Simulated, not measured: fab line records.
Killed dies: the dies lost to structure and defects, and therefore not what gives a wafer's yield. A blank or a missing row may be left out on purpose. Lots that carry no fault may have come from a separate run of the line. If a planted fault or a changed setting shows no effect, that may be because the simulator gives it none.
Matching of chambers ; flow nand_harc ; rie_diel-11 running NHARC_THIN_TSV_DESCUM_14: 4 sister chambers
The step chemistry O2, time 3 s. 4 wafers are shown with their chamber, then 7 later ones without.

== WAFERS, EACH WITH ITS CHAMBER ==
wafer;chamber;drypump_motor_current_A (A)
L818.5;2;6.3
L820.5;0;5.1
L823.3;1;5.4
L823.6;3;6.3

== WAFERS WITHOUT THEIR CHAMBER ==
wafer;drypump_motor_current_A (A)
L825.6;6.2
L829.2;5.5
L829.3;6.3
L829.5;5.1
L830.1;6.2
L830.2;5.1
L830.3;6.3

== WHICH CHAMBER EACH ONE RAN IN ==
wafer;from the rows above;in truth
L825.6;can't be placed: 2 or 3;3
L829.2;1;1
L829.3;can't be placed: 2 or 3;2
L829.5;0;0
L830.1;can't be placed: 2 or 3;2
L830.2;0;0
L830.3;can't be placed: 2 or 3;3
Correct placement for 3 of the 7. Unplaceable from these rows: 4, with the true chamber sitting among the candidates in 4. Number placed wrongly: 0.
How it was worked out, from the rows above alone: a wafer's distance from a chamber is the root of the sum, over the readings, of the square of ((its reading less the chamber's mean) divided by the reading's scatter). The wafer belongs to the nearest chamber; if the next one is less than 2 further off, it can't be placed. For every chamber, the mean is computed from those of its wafers that are shown. The scatter: with one shown wafer a chamber, the root of the mean of the squares of how far each hidden wafer lies from its nearest shown one.
